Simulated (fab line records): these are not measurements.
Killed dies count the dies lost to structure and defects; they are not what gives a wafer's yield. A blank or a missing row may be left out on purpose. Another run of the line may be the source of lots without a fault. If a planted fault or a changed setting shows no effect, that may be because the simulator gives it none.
Shared-tool check    flow n5Finfet    Sample size 9 lots and 27 wafers

== REASON IT WAS OPENED ==
Flagged at N5_BEOL_M1_INSPECT_30: reading rawDefectCount, on 2 of 9 lots. No-fault wafers: 424, standard deviation 89.
Rule: flag the lot when none of its wafers has a number, or when each of its wafers that has one lies beyond 4 standard deviations from that mean. All remaining lots are regarded as sound.

lot   measured      on                rawDefectCount, wafer by wafer  flag
L275  day 6 09:40   defectInspect-01  404 350 431                     
L279  day 7 08:44   defectInspect-01  253 542 507                     
L283  day 8 09:04   defectInspect-01  389 380 374                     
L287  day 9 14:43   defectInspect-01  379 360 415                     
L289  day 9 23:27   defectInspect-02  1041 1035 1378                  FLAGGED
L292  day 10 17:45  defectInspect-01  1014 954 1078                   FLAGGED
L293  day 10 21:22  defectInspect-02  525 422 460                     
L294  day 11 05:16  defectInspect-01  302 405 348                     
L296  day 11 13:40  defectInspect-01  341 353 335                     
The numbers of the flagged lots are 1083 on average: +659 against the usual, or +7 standard deviations.

== WHICH TOOL EACH LOT WENT THROUGH ==
The record holds 2 process steps before the reading, out of a route of 1938 steps. Cell contents, in order: the tool; ch with the chambers the sampled wafers went through; the start.
lot   flag     N5_BEOL_M1_HM_DEP_02         N5_BEOL_M1_STRIP_19
L275           pvdSputter-02, day 6 08:10   rieDiel-01 ch 0,1,3, day 6 09:11
L279           pvdSputter-01, day 7 07:03   rieDiel-01 ch 0,2,3, day 7 08:07
L283           pvdSputter-03, day 8 07:35   rieDiel-01 ch 1,2,3, day 8 08:36
L287           pvdSputter-03, day 9 13:21   rieDiel-03 ch 1,2,3, day 9 14:14
L289  FLAGGED  pvdSputter-02, day 9 21:59   rieDiel-01 ch 0,2,3, day 9 22:51
L292  FLAGGED  pvdSputter-02, day 10 16:04  rieDiel-01 ch 1,2, day 10 17:06
L293           pvdSputter-03, day 10 19:48  rieDiel-06 ch 0,1,3, day 10 20:53
L294           pvdSputter-02, day 11 03:43  rieDiel-06 ch 1,3, day 11 04:47
L296           pvdSputter-02, day 11 12:07  rieDiel-03 ch 1,3, day 11 13:11
What the steps here do:
- N5_BEOL_M1_HM_DEP_02: deposits TiN, target thk 20 nm.
- N5_BEOL_M1_STRIP_19: strips in O2.
- N5_BEOL_M1_INSPECT_30: inspects for defects (brightfield).

== FLAGGED AGAINST TOTAL, ONE TOOL AT A TIME (gauges that did the reading follow at the end) ==
step                   tool              lots run  flagged  share of the flagged lots  sound lots run after its first flagged lot
N5_BEOL_M1_HM_DEP_02   pvdSputter-01     1         0        none                       -
N5_BEOL_M1_HM_DEP_02   pvdSputter-02     5         2        all                        2 (L294,L296)
N5_BEOL_M1_HM_DEP_02   pvdSputter-03     3         0        none                       -
N5_BEOL_M1_STRIP_19    rieDiel-01        5         2        all                        0
N5_BEOL_M1_STRIP_19    rieDiel-03        2         0        none                       -
N5_BEOL_M1_STRIP_19    rieDiel-06        2         0        none                       -
N5_BEOL_M1_INSPECT_30  defectInspect-01  7         1        some                       2 (L294,L296)
N5_BEOL_M1_INSPECT_30  defectInspect-02  2         1        some                       1 (L293)

== THE TABLE: WHAT IT ALLOWS ==
Table rows that saw every flagged lot: 2, namely pvdSputter-02 at N5_BEOL_M1_HM_DEP_02 and rieDiel-01 at N5_BEOL_M1_STRIP_19.
- pvdSputter-02 at N5_BEOL_M1_HM_DEP_02: 2 of its 5 lots flagged. Sound lots ran on it after the first flagged one (L294, L296), which a lasting fault on the whole tool wouldn't allow.
- rieDiel-01 at N5_BEOL_M1_STRIP_19: 2 of its 5 lots flagged. It ran its last sound lot, L283, at day 8 08:36 and its first flagged lot, L289, at day 9 22:51: a fault with its onset between the two fits.
Left over: one tool, rieDiel-01 at N5_BEOL_M1_STRIP_19.

== WHAT WAS PUT IN BY THE SIMULATOR ==
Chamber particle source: rieDiel-01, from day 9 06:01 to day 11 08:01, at N5_BEOL_M1_STRIP_19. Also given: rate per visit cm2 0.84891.
Shown lots that were struck: L289, L292. The rule above reached the same finding.
